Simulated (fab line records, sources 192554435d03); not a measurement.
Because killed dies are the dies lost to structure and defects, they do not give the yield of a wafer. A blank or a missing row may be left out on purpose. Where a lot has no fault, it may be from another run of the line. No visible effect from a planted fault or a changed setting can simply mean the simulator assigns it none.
Matching of chambers || flow n5 finfet || N5_BEOL_M4_STRIP_66 on rie diel-06: 4 sister chambers
The step strips in CF4. 4 wafers are shown with their chamber, then 10 later ones without.

## WAFERS, EACH WITH ITS CHAMBER
{"wafer": "L092.2", "chamber": 2, "showerhead plenum p Torr (Torr)": 1.71}
{"wafer": "L092.4", "chamber": 0, "showerhead plenum p Torr (Torr)": 1.85}
{"wafer": "L093.1", "chamber": 1, "showerhead plenum p Torr (Torr)": 1.78}
{"wafer": "L093.3", "chamber": 3, "showerhead plenum p Torr (Torr)": 1.87}

## WAFERS WHOSE CHAMBER IS MISSING
{"wafer": "L093.4", "showerhead plenum p Torr (Torr)": 1.85}
{"wafer": "L095.2", "showerhead plenum p Torr (Torr)": 1.85}
{"wafer": "L095.4", "showerhead plenum p Torr (Torr)": 1.70}
{"wafer": "L095.5", "showerhead plenum p Torr (Torr)": 1.87}
{"wafer": "L094.1", "showerhead plenum p Torr (Torr)": 1.85}
{"wafer": "L094.3", "showerhead plenum p Torr (Torr)": 1.87}
{"wafer": "L094.6", "showerhead plenum p Torr (Torr)": 1.85}
{"wafer": "L096.1", "showerhead plenum p Torr (Torr)": 1.87}
{"wafer": "L096.4", "showerhead plenum p Torr (Torr)": 1.87}
{"wafer": "L096.5", "showerhead plenum p Torr (Torr)": 1.85}

## EACH ONE'S CHAMBER
{"wafer": "L093.4", "from the rows above": 0, "in truth": 0}
{"wafer": "L095.2", "from the rows above": 0, "in truth": 0}
{"wafer": "L095.4", "from the rows above": 2, "in truth": 2}
{"wafer": "L095.5", "from the rows above": 3, "in truth": 3}
{"wafer": "L094.1", "from the rows above": 0, "in truth": 0}
{"wafer": "L094.3", "from the rows above": 3, "in truth": 3}
{"wafer": "L094.6", "from the rows above": 0, "in truth": 0}
{"wafer": "L096.1", "from the rows above": 3, "in truth": 3}
{"wafer": "L096.4", "from the rows above": 3, "in truth": 3}
{"wafer": "L096.5", "from the rows above": 0, "in truth": 0}
Correct placement for 10 of the 10. Left unplaced by these rows: 0. Number placed wrongly: 0.
How it was worked out, from the rows above alone: a wafer's distance from a chamber is the root of the sum, over the readings, of the square of ((its reading less the chamber's mean) divided by the reading's scatter). The wafer belongs to the nearest chamber; if the next one is less than 2 further off, it can't be placed. For every chamber, the mean is computed from those of its wafers that are shown. The scatter: root of mean squared gap, hidden wafer to nearest shown wafer, with one shown wafer a chamber.
